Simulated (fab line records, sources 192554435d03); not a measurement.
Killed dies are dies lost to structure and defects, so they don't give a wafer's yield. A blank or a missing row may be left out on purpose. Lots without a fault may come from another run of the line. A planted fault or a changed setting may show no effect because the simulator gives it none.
fab line records | flow n5_finfet
record lots=9 wafers=27 last_day=18
route steps=1938 shown BEOL_M4@1111 BEOL_M13@1669 PASSIVATION@1936
lots that met no fault: from a run of the same line without faults
start_h: hours from the record's first day to the start of the lot's first wafer shown | wait_h: hours since the lot's step before | " the same as in the row above | L1.1+2: a row that stands for several wafers | - no value, or no start given | * or withheld: withheld | < > ~ a bound
route shown NAME@n: a module of which the file shows steps, and the number in the route of the first | usual: mean/standard deviation of fault-free wafers | same: alike in all rows | chamber/n: place in a boat | sites: the reading at each site | _std_site: their standard deviation | _edge_site: outer sites' mean less inner sites' | radius_mm: how far each site lies from the wafer's centre | mask NAME#n: copy n | behind: the tool/chamber that last shaped the wafer | hold: why the lot was held/for how many hours/how that ended | device: the transistor (n, p or np) that didn't switch | end of line: the same wafers' tests at the end of the route | a step without rows: its recipe alone | killed: dies lost to structure and defects at the first sort, not the wafer's yield | map: a wafer's dies, x killed, . not, _ none there
set.NAME: the setting as run; set.NAME@STEP: as run at that earlier step | model.NAME: the simulator's own value behind a step, which no gauge read
steps of the route over a sample of lots; a table a step, a row a wafer
services: from which hour (start_h, from the record's first day; less than 0 if before it) a tool's chamber was out of use, for how many hours, and why
## steps
# step N5_BEOL_M4_RC_MEAS_101
# usual DIBL_N=37.1/1.8 DIBL_P=37.2/2.1 IOFF_N=0.17/0.033 IOFF_P=0.22/0.037 ION_N=680/11 ION_P=464/7.7 SS_N=71.7/0.63 SS_P=73.6/0.67 VT_N=248.9/2.9 VT_P=-251/3.6
# columns lot.wafer tool chamber start_h wait_h DIBL_N[mV/V] DIBL_P[mV/V] IOFF_N[nA/um] IOFF_P[nA/um] ION_N[uA/um] ION_P[uA/um] SS_N[mV/dec] SS_P[mV/dec] VT_N[mV] VT_P[mV]
L891.1 prober-02 0 211.27 0.0 36.6 35.3 0.14 0.16 663 449 72.0 72.9 253.8 -254
L891.3 " 0 " " 37.9 38.5 0.18 0.22 684 464 72.4 74.1 248.7 -253
L891.6 " 0 " " 38.8 38.1 0.19 0.21 681 463 71.7 74.2 249.6 -253
L892.2 prober-01 0 216.16 0.2 38.2 39.4 0.22 0.31 697 481 72.4 74.2 245.5 -244
L892.3 " 0 " " 38.0 37.8 0.20 0.29 686 479 72.1 73.6 245.1 -243
L892.5 " 0 " " 37.1 36.8 0.18 0.26 680 466 72.2 73.5 246.5 -247
L893.1 prober-01 0 219.82 0.0 37.7 37.9 0.15 0.19 665 458 71.3 74.0 251.8 -255
L893.2 " 0 " " 37.6 37.6 0.16 0.18 673 454 71.9 72.9 252.4 -257
L893.4 " 0 " " 34.5 35.4 0.11 0.15 655 452 70.6 73.1 255.9 -258
L901.1 prober-01 0 281.43 0.0 39.9 40.1 0.23 0.24 699 466 72.2 73.9 243.1 -252
L901.4 " 0 " " 40.3 41.7 0.24 0.26 691 465 72.6 74.3 245.7 -249
L901.5 " 0 " " 36.9 36.5 0.15 0.17 674 457 72.1 73.3 249.0 -257
L898.1 prober-02 0 283.62 0.0 38.4 37.8 0.18 0.22 676 461 70.8 73.7 247.8 -251
L898.3 " 0 " " 40.1 40.3 0.21 0.27 688 474 71.5 74.3 247.0 -247
L898.6 " 0 " " 35.5 35.3 0.12 0.19 671 467 70.7 73.8 252.9 -252
L902.3 prober-01 0 286.01 0.3 36.6 36.0 0.15 0.20 673 461 71.4 73.1 251.9 -249
L902.5 " 0 " " 35.4 34.3 0.13 0.18 687 472 71.3 73.1 251.6 -252
L902.6 " 0 " " 39.7 38.6 0.21 0.24 671 455 72.8 73.6 248.7 -250
L903.3 prober-01 0 286.94 0.6 33.3 35.1 0.13 0.18 675 461 70.6 73.1 252.0 -251
L903.4 " 0 " " 34.7 36.7 0.14 0.21 682 465 70.8 72.9 249.0 -250
L903.6 " 0 " " 34.8 38.0 0.15 0.23 678 470 71.7 74.3 249.5 -248
L904.1 prober-02 0 307.10 0.0 37.3 37.1 0.17 0.22 703 478 72.3 73.7 246.6 -249
L904.2 " 0 " " 38.2 37.8 0.20 0.24 677 462 71.6 74.4 245.7 -250
L904.4 " 0 " " 41.6 41.5 0.29 0.31 701 477 72.4 75.2 241.5 -244
L908.2 prober-02 0 325.78 0.2 40.8 40.8 0.27 0.34 703 477 73.1 74.0 242.1 -241
L908.4 " 0 " " 35.2 34.0 0.13 0.20 677 463 72.0 72.0 251.3 -248
L908.5 " 0 " " 37.1 36.9 0.18 0.25 679 467 71.7 73.6 248.0 -244
# step N5_BEOL_M13_CD_MEAS_10
# recipe target_cd_nm=190 landing_energy_ev=500 detector=se_inlens polarity=opening
# usual cd_nm=189.1/1.5
# columns lot.wafer tool chamber start_h wait_h cd_nm
L891.1 cd_sem-01 0 291.30 - 189.8
L891.3 " 0 " " 190.8
L891.6 " 0 " " 190.0
L892.2 cd_sem-03 0 291.51 - 189.8
L892.3 " 0 " " 189.0
L892.5 " 0 " " 188.5
L893.1 cd_sem-01 0 300.50 - 189.6
L893.2 " 0 " " 190.1
L893.4 " 0 " " 189.5
L898.1 cd_sem-01 0 348.06 - 187.7
L898.3 " 0 " " 186.8
L898.6 " 0 " " 187.1
L902.3 cd_sem-03 0 364.69 - 187.8
L902.5 " 0 " " 187.0
L902.6 " 0 " " 187.5
L901.1 cd_sem-03 0 365.16 - 189.3
L901.4 " 0 " " 189.6
L901.5 " 0 " " 188.9
L903.3 cd_sem-03 0 368.62 - 186.1
L903.4 " 0 " " 187.1
L903.6 " 0 " " 188.1
L904.1 cd_sem-01 0 381.91 - 188.9
L904.2 " 0 " " 189.3
L904.4 " 0 " " 189.0
L908.2 cd_sem-01 0 399.08 - 191.2
L908.4 " 0 " " 191.1
L908.5 " 0 " " 191.5
# step N5_BEOL_M13_ETCH_68
# recipe chemistry=N2/H2 target=SOC mask_material=SiARC source_w=3000 bias_w=350 temp_c=40 time_s=355 ion_energy_ev=200 pressure_mtorr=30 n2_flow_sccm=200 h2_flow_sccm=200
# usual bias_w=350.0/1.1 chamber_pressure_mTorr=29.995/0.028 drypump_motor_current_A=5.9/0.36 oes_product_au=0.83/0.085 rf_vpp_V=525.6/2.4 showerhead_plenum_p_Torr=2.61/0.077 throttle_valve_pct=17.74/0.22
# columns lot.wafer tool chamber start_h wait_h bias_w chamber_pressure_mTorr drypump_motor_current_A oes_product_au rf_hours_counter_h rf_vpp_V showerhead_plenum_p_Torr throttle_valve_pct
L891.1 rie_diel-02 1 292.51 0.1 349.4 29.984 5.9 0.72 183 522.8 2.53 18.14
L891.3 " 3 " " 349.9 30.025 5.9 0.85 73 524.1 2.58 17.74
L891.6 " 3 " " 350.0 30.005 5.9 0.84 - 525.0 2.58 17.73
L892.2 rie_diel-06 0 292.88 0.1 350.2 30.006 5.8 0.84 64 524.6 2.58 17.36
L892.3 " 3 " " 351.1 29.931 5.9 0.82 102 521.7 2.46 18.25
L892.5 " 0 " " 349.3 30.052 5.9 0.84 - 524.9 2.58 17.35
L893.1 rie_diel-02 2 302.16 0.1 348.3 29.984 5.2 0.86 63 525.3 2.58 17.79
L893.2 " 1 " " 348.2 29.974 5.9 0.72 186 523.9 2.53 18.15
L893.4 " 3 " " 351.3 30.033 5.9 0.84 76 524.7 2.58 17.74
L898.1 rie_diel-06 3 349.27 0.1 350.3 30.035 5.9 0.79 119 520.4 2.46 18.28
L898.3 " 1 " " 349.6 29.919 6.0 0.89 44 527.7 2.69 17.66
L898.6 " 0 " " 350.5 29.987 5.9 0.82 - 524.6 2.57 17.39
L902.3 rie_diel-02 3 366.11 0.1 350.8 29.985 5.9 0.82 95 523.6 2.57 17.79
L902.5 " 3 " " 351.6 29.957 5.9 0.81 - 523.4 2.57 17.78
L902.6 " 0 " " 349.8 30.080 6.5 0.93 - 530.4 2.69 17.59
L901.1 rie_diel-06 1 367.00 0.1 350.7 30.038 5.9 0.89 48 526.9 2.68 17.68
L901.4 " 2 " " 347.9 29.971 5.9 0.70 190 526.8 2.63 17.64
L901.5 " 0 " " 351.2 29.997 5.9 0.81 - 525.2 2.57 17.39
L903.3 rie_diel-02 0 369.87 0.1 347.6 29.991 6.6 0.93 27 527.5 2.69 17.58
L903.4 " 2 " " 350.9 29.999 5.2 0.82 85 524.4 2.57 17.83
L903.6 " 1 " " 349.9 30.015 5.9 0.70 - 523.0 2.52 18.19
L904.1 rie_diel-06 2 383.13 0.1 350.2 30.012 5.9 0.70 195 526.5 2.63 17.64
L904.2 " 0 " " 349.4 29.998 5.9 0.81 90 525.1 2.56 17.39
L904.4 " 0 " " 349.8 29.996 5.9 0.82 - 524.0 2.56 17.38
L908.2 rie_diel-02 0 400.42 0.1 351.1 30.024 6.5 0.90 38 527.9 2.69 17.62
L908.4 " 2 " " 350.5 29.985 5.2 0.82 95 524.9 2.57 17.85
L908.5 " 3 " " 349.1 30.017 5.9 0.81 - 525.6 2.57 17.81
# step N5_BEOL_M13_TRENCH_ETCH_34
# recipe chemistry=C4F8/O2/Ar target=SiOC target_depth_a=4134.7 mask_material=SOC pressure_mtorr=30 source_w=3000 bias_w=700 Ar_flow_sccm=400 C4F8_flow_sccm=15 O2_flow_sccm=8 he_inner_torr=15 he_outer_torr=30 time_s=162.6 ion_energy_ev=250
# usual C4F8_flow_sccm=14.99/0.047 O2_flow_sccm=8.003/0.024 drypump_motor_current_A=5.9/0.36 mfc_ar_sccm=400.0/1.3 oes_product_au=0.83/0.084 rf_vpp_V=667.7/2.9 showerhead_plenum_p_Torr=3.50/0.091 throttle_valve_pct=24.18/0.21
# columns lot.wafer tool chamber start_h wait_h C4F8_flow_sccm O2_flow_sccm drypump_motor_current_A mfc_ar_sccm oes_product_au rf_hours_counter_h rf_vpp_V showerhead_plenum_p_Torr throttle_valve_pct
L891.1 rie_diel-02 1 292.74 0.0 - - - - - - - - -
L891.3 " 3 " " - - - - - - - - -
L891.6 " 3 " " - - - - - - - - -
L892.2 rie_diel-06 0 293.10 0.0 - - - - - - - - -
L892.3 " 3 " " - - - - - - - - -
L892.5 " 0 " " - - - - - - - - -
L893.1 rie_diel-02 2 302.38 0.0 - - - - - - - - -
L893.2 " 1 " " - - - - - - - - -
L893.4 " 3 " " - - - - - - - - -
L898.1 rie_diel-06 3 349.50 0.0 14.99 7.970 5.9 400.8 0.79 119 662.1 3.31 24.69
L898.3 " 1 " " 15.03 7.996 6.0 400.5 0.89 44 671.2 3.59 24.06
L898.6 " 0 " " 14.97 7.991 5.8 398.4 0.82 - 665.8 3.47 23.95
L902.3 rie_diel-02 3 366.33 0.0 15.02 8.000 5.9 401.0 0.81 95 665.9 3.47 24.29
L902.5 " 3 " " 14.95 7.993 5.9 400.0 0.81 - 666.5 3.47 24.29
L902.6 " 0 " " 14.92 8.005 6.6 399.7 0.92 - 670.9 3.62 24.06
L901.1 rie_diel-06 1 367.22 0.0 14.96 7.981 5.9 396.6 0.89 48 670.7 3.59 24.07
L901.4 " 2 " " 15.03 8.025 5.9 398.9 0.70 190 668.9 3.51 23.88
L901.5 " 0 " " 14.90 7.991 5.9 399.7 0.82 - 666.4 3.47 23.94
L903.3 rie_diel-02 0 370.09 0.0 14.97 7.982 6.5 399.7 0.92 27 671.0 3.62 24.06
L903.4 " 2 " " 14.99 7.936 5.3 398.4 0.83 85 666.9 3.46 24.27
L903.6 " 1 " " 15.01 7.995 5.9 397.9 0.69 - 666.1 3.39 24.53
L904.1 rie_diel-06 2 383.35 0.0 15.06 8.002 5.9 397.3 0.70 195 667.3 3.51 23.88
L904.2 " 0 " " 15.06 8.005 5.8 401.8 0.80 90 665.1 3.47 23.97
L904.4 " 0 " " 14.99 7.980 5.9 400.9 0.82 - 666.1 3.47 23.95
L908.2 rie_diel-02 0 400.64 0.0 14.99 7.990 6.5 400.7 0.90 38 670.3 3.61 24.05
L908.4 " 2 " " 15.02 8.016 5.3 400.8 0.81 95 666.4 3.45 24.28
L908.5 " 3 " " 14.96 7.989 5.9 399.8 0.80 - 666.1 3.46 24.29
# step N5_BEOL_M13_OCD_MEAS_35
# usual trench_depth_nm=413/7.4
# columns lot.wafer tool chamber start_h wait_h trench_depth_nm
L891.1 ocd-01 - 292.91 0.0 0
L891.3 " - " " 0
L891.6 " - " " 0
L892.2 ocd-02 - 293.28 0.0 0
L892.3 " - " " 0
L892.5 " - " " 0
L893.1 ocd-02 - 302.55 0.0 0
L893.2 " - " " 0
L893.4 " - " " 0
L898.1 ocd-01 - 349.67 0.0 413
L898.3 " - " " 412
L898.6 " - " " 416
L902.3 ocd-02 - 366.51 0.0 411
L902.5 " - " " 406
L902.6 " - " " 429
L901.1 ocd-01 - 367.40 0.0 410
L901.4 " - " " 405
L901.5 " - " " 418
L903.3 ocd-02 - 370.27 0.0 424
L903.4 " - " " 405
L903.6 " - " " 400
L904.1 ocd-02 - 383.53 0.0 408
L904.2 " - " " 418
L904.4 " - " " 418
L908.2 ocd-02 - 400.82 0.0 425
L908.4 " - " " 405
L908.5 " - " " 405
# step N5_BEOL_M13_SPUTTER_43
# recipe material=TaN target_thk_a=150 temp_c=50 bias_v=168.6 power_w=15000 chamber_pressure_pa=0.12 time_s=24.19
# usual bias_v=168.6/1.7 throttle_valve_pct=29.9/1
# columns lot.wafer tool chamber start_h wait_h bias_v throttle_valve_pct
L891.1 pvd_sputter-01 - 300.94 0.0 168.1 31.7
L891.3 " - " " 170.0 29.2
L891.6 " - " " 167.1 29.3
L892.2 pvd_sputter-02 - 301.27 0.0 167.6 28.8
L892.3 " - " " 166.5 28.0
L892.5 " - " " 171.0 29.6
L893.1 pvd_sputter-03 - 304.04 0.0 167.2 30.2
L893.2 " - " " 169.3 28.7
L893.4 " - " " 166.0 30.3
L898.1 pvd_sputter-01 - 353.35 0.0 167.2 29.5
L898.3 " - " " 166.2 30.7
L898.6 " - " " 165.1 31.1
L902.3 pvd_sputter-01 - 368.32 0.0 169.9 30.9
L902.5 " - " " 167.3 31.9
L902.6 " - " " 169.9 30.7
L901.1 pvd_sputter-01 - 370.80 0.0 167.9 31.9
L901.4 " - " " 170.1 29.2
L901.5 " - " " 168.6 30.8
L903.3 pvd_sputter-01 - 371.88 0.0 169.2 29.2
L903.4 " - " " 168.2 31.5
L903.6 " - " " 168.5 29.1
L904.1 pvd_sputter-03 - 388.57 0.0 166.5 30.4
L904.2 " - " " 168.8 30.4
L904.4 " - " " 168.8 29.5
L908.2 pvd_sputter-02 - 405.61 0.0 169.1 28.1
L908.4 " - " " 171.3 29.2
L908.5 " - " " 169.7 29.0
# step N5_PASSIVATION_PROBE_49
# usual defect_limited_yield=91.7/1.5 killed_at_M0_to_M3=32/10 killed_at_M4_up=14/5.3 killed_at_contacts=13/5.7 killed_at_front_end=37/10 killed_at_other=3.3/2.5 killed_dies=98/18 killed_on_rim=13/3.6 killed_open=65/13 killed_short=31/7.5 sort_bin_4_leakage=0.00/0.0099 sort_bin_5_function=4.9/0.91 sort_bin_6_memory=3.1/0.71 sort_n_pass=1082/18 sort_yield_pct=91.7/1.5
# same gross_dies=1180 killed_at_back_side=0 sort_bin_8_speed[%]=0
# columns lot.wafer tool chamber start_h wait_h defect_limited_yield[%] killed_at_M0_to_M3 killed_at_M4_up killed_at_contacts killed_at_front_end killed_at_other killed_dies killed_on_rim killed_open killed_short sort_bin_4_leakage[%] sort_bin_5_function[%] sort_bin_6_memory[%] sort_n_pass sort_yield_pct[%]
L891.1 prober-02 - 327.90 0.0 0 21 1090 20 46 3 1180 152 70 35 0 96.4 3.1 0 0
L891.3 prober-02 - 328.00 0.1 0 20 1103 10 42 5 1180 152 70 28 0 95.3 4.3 0 0
L891.6 prober-02 - 328.15 0.3 0 20 1104 18 35 3 1180 152 58 31 0 96.8 3.1 0 0
L892.2 prober-02 - 331.64 0.1 0 52 1080 7 36 5 1180 152 85 46 0 95.7 3.8 0 0
L892.3 prober-02 - 331.69 0.1 0 40 1072 17 46 5 1180 152 81 39 0 95.8 3.9 0 0
L892.5 prober-02 - 331.79 0.2 0 30 1095 15 38 2 1180 152 66 30 0 96.4 3.5 0 0
L893.1 prober-01 - 332.95 0.0 0 32 1098 10 40 0 1180 152 60 30 0 97.0 2.5 0 0
L893.2 prober-01 - 333.00 0.1 0 31 1092 9 48 0 1180 152 59 41 0 96.9 2.7 0 0
L893.4 prober-01 - 333.10 0.2 0 27 1106 6 39 2 1180 152 43 39 0 96.4 3.3 0 0
L898.1 prober-02 - 377.27 0.0 91.4 36 12 12 36 6 102 12 70 32 0 5.0 3.6 1078 91.4
L898.3 prober-02 - 377.37 0.1 89.3 51 12 23 39 1 126 17 82 44 0 5.8 4.3 1054 89.3
L898.6 prober-02 - 377.52 0.3 91.4 48 9 8 34 3 102 12 65 37 0 5.7 2.9 1078 91.4
L902.3 prober-02 - 394.37 0.1 91.8 50 3 8 34 2 97 8 60 37 0 5.2 2.9 1083 91.8
L902.5 prober-02 - 394.47 0.2 90.9 37 20 15 29 6 107 12 63 38 0 5.0 3.7 1073 90.9
L902.6 prober-02 - 394.52 0.3 90.8 37 9 11 50 1 108 14 76 32 0 5.7 3.2 1072 90.8
L901.1 prober-01 - 397.50 0.0 91.1 34 7 27 30 7 105 11 75 29 0 5.6 3.1 1075 91.1
L901.4 prober-01 - 397.65 0.2 92.1 28 8 22 35 0 93 20 66 26 0 4.9 2.7 1087 92.1
L901.5 prober-01 - 397.70 0.2 89.7 46 8 12 55 1 122 15 88 32 0 6.1 4.0 1058 89.7
# killed by level:class
L891.1 BEOL_M13:area_etch=1073 MOL_CONTACT_COAG:geometric_particle:open=14 GATE_CUT:geometric_particle:short=11 DUMMY_GATE:geometric_particle:open=11 FIN_SAQP:geometric_particle:open=7 MOL_CONTACT_COAG:geometric_particle:short=6 BEOL_M4:geometric_particle:open=6 BEOL_M2:geometric_particle:open=5
L891.3 BEOL_M13:area_etch=1079 BEOL_M4:geometric_particle:open=16 DUMMY_GATE:geometric_particle:open=10 MOL_CONTACT_COAG:geometric_particle:open=8 BEOL_M2:geometric_particle:open=8 FIN_SAQP:geometric_particle:short=6 BEOL_M0_SAQP:geometric_particle:open=6 GATE_CUT:geometric_particle:short=5
L891.6 BEOL_M13:area_etch=1090 MOL_CONTACT_COAG:geometric_particle:open=17 BEOL_M4:geometric_particle:open=8 FIN_SAQP:geometric_particle:short=7 GATE_CUT:geometric_particle:short=7 BEOL_M2:geometric_particle:open=7 BEOL_M0_SAQP:geometric_particle:open=5 STI_FIN_REVEAL:geometric_particle:open=5
L892.2 BEOL_M13:area_etch=1049 BEOL_M0_SAQP:geometric_particle:short=17 BEOL_M1:geometric_particle:open=10 BEOL_M4:geometric_particle:open=10 BEOL_M0_SAQP:geometric_particle:open=9 MOL_CONTACT_COAG:geometric_particle:open=7 BEOL_M3:geometric_particle:open=7 BEOL_M5:geometric_particle:open=6
L892.3 BEOL_M13:area_etch=1060 MOL_CONTACT_COAG:geometric_particle:open=14 BEOL_M0_SAQP:geometric_particle:short=13 BEOL_M2:geometric_particle:open=9 FIN_SAQP:geometric_particle:open=8 STI_FIN_REVEAL:geometric_particle:open=8 DUMMY_GATE:geometric_particle:open=8 BEOL_M1:geometric_particle:open=6
L892.5 BEOL_M13:area_etch=1083 STI_FIN_REVEAL:geometric_particle:open=12 MOL_CONTACT_COAG:geometric_particle:open=10 BEOL_M2:geometric_particle:open=9 GATE_CUT:geometric_particle:short=8 BEOL_M0_SAQP:geometric_particle:short=8 BEOL_M3:geometric_particle:open=6 MOL_CONTACT_COAG:geometric_particle:short=5
L893.1 BEOL_M13:area_etch=1088 FIN_SAQP:geometric_particle:short=13 BEOL_M3:geometric_particle:open=9 STI_FIN_REVEAL:geometric_particle:open=8 MOL_CONTACT_COAG:geometric_particle:open=8 BEOL_M1:geometric_particle:open=7 FIN_SAQP:geometric_particle:open=5 BEOL_M0_SAQP:geometric_particle:open=4
L893.2 BEOL_M13:area_etch=1080 FIN_SAQP:geometric_particle:short=17 STI_FIN_REVEAL:geometric_particle:open=10 BEOL_M0_SAQP:geometric_particle:short=9 FIN_SAQP:geometric_particle:open=8 BEOL_M0_SAQP:geometric_particle:open=8 MOL_CONTACT_COAG:geometric_particle:open=7 BEOL_M2:geometric_particle:open=7
L893.4 BEOL_M13:area_etch=1097 FIN_SAQP:geometric_particle:short=10 STI_FIN_REVEAL:geometric_particle:open=9 MOL_CONTACT_COAG:geometric_particle:open=6 BEOL_M0_SAQP:geometric_particle:short=6 GATE_CUT:geometric_particle:short=4 STARTING-WAFER:geometric_particle:short=4 FIN_SAQP:geometric_particle:open=3
L898.1 FIN_SAQP:geometric_particle:short=11 MOL_CONTACT_COAG:geometric_particle:open=10 BEOL_M2:geometric_particle:open=8 FIN_SAQP:geometric_particle:open=7 BEOL_M3:geometric_particle:open=7 BEOL_M0_SAQP:geometric_particle:short=7 BEOL_M0_SAQP:geometric_particle:open=6 STI_FIN_REVEAL:geometric_particle:open=4
L898.3 MOL_CONTACT_COAG:geometric_particle:open=20 BEOL_M0_SAQP:geometric_particle:open=15 BEOL_M0_SAQP:geometric_particle:short=15 FIN_SAQP:geometric_particle:short=10 FIN_SAQP:geometric_particle:open=9 BEOL_M2:geometric_particle:open=8 ILD0:geometric_particle:open=5 BEOL_M1:geometric_particle:open=5
L898.6 BEOL_M2:geometric_particle:open=13 FIN_SAQP:geometric_particle:open=12 BEOL_M0_SAQP:geometric_particle:short=9 FIN_SAQP:geometric_particle:short=7 BEOL_M3:geometric_particle:open=7 MOL_CONTACT_COAG:geometric_particle:open=6 BEOL_M1:geometric_particle:open=6 BEOL_M0_SAQP:geometric_particle:open=5
L902.3 BEOL_M1:geometric_particle:open=13 BEOL_M3:geometric_particle:open=11 GATE_CUT:geometric_particle:short=7 MOL_CONTACT_COAG:geometric_particle:open=7 FIN_SAQP:geometric_particle:open=5 STI_FIN_REVEAL:geometric_particle:open=5 BEOL_M0_SAQP:geometric_particle:short=5 BEOL_M0_SAQP:geometric_particle:open=5
L902.5 MOL_CONTACT_COAG:geometric_particle:open=12 BEOL_M0_SAQP:geometric_particle:short=11 BEOL_M0_SAQP:geometric_particle:open=9 BEOL_M1:geometric_particle:open=6 BEOL_M5:geometric_particle:open=6 DUMMY_GATE:geometric_particle:open=5 GATE_CUT:geometric_particle:short=5 BEOL_M4:geometric_particle:open=5
L902.6 STI_FIN_REVEAL:geometric_particle:open=15 FIN_SAQP:geometric_particle:open=12 FIN_SAQP:geometric_particle:short=9 MOL_CONTACT_COAG:geometric_particle:open=7 BEOL_M1:geometric_particle:open=7 BEOL_M2:geometric_particle:open=7 BEOL_M0_SAQP:geometric_particle:short=6 BEOL_M3:geometric_particle:open=6
L901.1 MOL_CONTACT_COAG:geometric_particle:open=22 STI_FIN_REVEAL:geometric_particle:open=8 BEOL_M1:geometric_particle:open=7 BEOL_M3:geometric_particle:open=7 FIN_SAQP:geometric_particle:short=5 BEOL_M0_SAQP:geometric_particle:open=5 BEOL_M0_SAQP:geometric_particle:short=5 BEOL_M2:geometric_particle:open=5
L901.4 MOL_CONTACT_COAG:geometric_particle:open=18 BEOL_M2:geometric_particle:open=10 GATE_CUT:geometric_particle:short=8 FIN_SAQP:geometric_particle:open=7 FIN_SAQP:geometric_particle:short=5 GATE_CUT:geometric_particle:open=5 BEOL_M0:geometric_particle:open=4 BEOL_M0_SAQP:geometric_particle:open=4
L901.5 FIN_SAQP:geometric_particle:open=22 STI_FIN_REVEAL:geometric_particle:open=13 BEOL_M3:geometric_particle:open=11 MOL_CONTACT_COAG:geometric_particle:open=10 BEOL_M0_SAQP:geometric_particle:open=10 BEOL_M0_SAQP:geometric_particle:short=9 FIN_SAQP:geometric_particle:short=7 BEOL_M3:geometric_particle:short=6
## services
# columns tool chamber start_h hours kind
rie_diel-06 - 301.29 2.1 repair
pvd_sputter-03 - 350.34 3.1 repair
rie_diel-02 - 350.76 0.6 repair
rie_diel-06 3 382.22 3.5 repair
rie_diel-06 3 387.36 10.5 repair
## key
first_sign step=N5_BEOL_M13_TRENCH_ETCH_34 reading=tool_record direction=missing
effect step=N5_BEOL_M13_OCD_MEAS_35 reading=trench_depth_nm direction=down sigmas=56 usual=413 struck=0
effect step=N5_PASSIVATION_PROBE_49 reading=killed_at_M4_up direction=up sigmas=99+ usual=14 struck=1093
more_kills_born_at N5_BEOL_M13_TRENCH_ETCH_34@rie_diel-02=6507 N5_BEOL_M13_TRENCH_ETCH_34@rie_diel-06=3192
met_at N5_BEOL_M13_TRENCH_ETCH_34
struck_lots L891,L892,L893
later_rows_left_out L891.1,L891.3,L891.6,L892.2,L892.3,L892.5,L893.1,L893.2,L893.4
not_acting_at N5_BEOL_M13_CD_MEAS_10,N5_BEOL_M13_ETCH_68,N5_BEOL_M13_SPUTTER_43
fault kind=skipped_step_whole tool=rie_diel-02,rie_diel-06 chamber=- onset_h=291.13 steps=N5_BEOL_M13_TRENCH_ETCH_34 scope=struck_lots_only
# later_rows_left_out: the simulator's readings of these wafers behind a module that went badly wrong aren't trusted and aren't shown, but for the sort
